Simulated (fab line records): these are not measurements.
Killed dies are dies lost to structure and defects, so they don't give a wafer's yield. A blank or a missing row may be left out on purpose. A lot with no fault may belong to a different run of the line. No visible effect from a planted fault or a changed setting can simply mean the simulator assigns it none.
Chamber matching | flow nand harc | pecvd-02 running NHARC_A_SLIT_DEP_23: 3 sister chambers
The step deposits SiON, target thk 100 nm. 16 wafers are shown with their chamber, then 8 later ones without.

## EACH WAFER AND ITS CHAMBER
wafer  | chamber | heater power w (W)
L075.1 | 2       | 694
L075.2 | 1       | 687
L075.3 | 0       | 968
L077.2 | 1       | 726
L077.3 | 2       | 783
L077.5 | 1       | 737
L082.1 | 0       | 940
L082.2 | 2       | 793
L082.6 | 1       | 725
L080.1 | 1       | 726
L080.3 | 2       | 739
L080.6 | 0       | 960
L080.2 | 0       | 924
L080.4 | 1       | 741
L080.5 | 2       | 752
L087.2 | 2       | 737

SIGNATURES (averages over the wafers above)
reading        | chamber 0 | chamber 1 | chamber 2 | scatter within a chamber
heater power w | 948.00    | 723.67    | 749.67    | 26.9
Rule: for a wafer and a chamber, the distance is found by dividing, reading by reading, the gap between the wafer's reading and the chamber's mean by the reading's scatter, squaring, summing and taking the root. If the next closest chamber is less than 2 further off than the closest, the wafer can't be placed; otherwise it belongs to the closest. The scatter: take each reading less its chamber's mean, square it, sum over the shown wafers, divide by the number of wafers less the number of chambers, and take the root.

## WAFERS WITHOUT THEIR CHAMBER
wafer  | heater power w (W)
L087.4 | 791
L087.5 | 727
L086.1 | 813
L086.3 | 759
L086.6 | 816
L093.1 | 743
L093.4 | 769
L093.5 | 793

## EACH ONE'S CHAMBER
wafer  | from the rows above     | in truth
L087.4 | can't be placed: 2 or 1 | 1
L087.5 | can't be placed: 1 or 2 | 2
L086.1 | can't be placed: 2 or 1 | 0
L086.3 | can't be placed: 2 or 1 | 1
L086.6 | can't be placed: 2 or 1 | 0
L093.1 | can't be placed: 2 or 1 | 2
L093.4 | can't be placed: 2 or 1 | 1
L093.5 | can't be placed: 2 or 1 | 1
Correct placement for 0 of the 8. Cannot be placed on the basis of these rows: 8; the candidates contain the true chamber in 6. Number placed wrongly: 0.
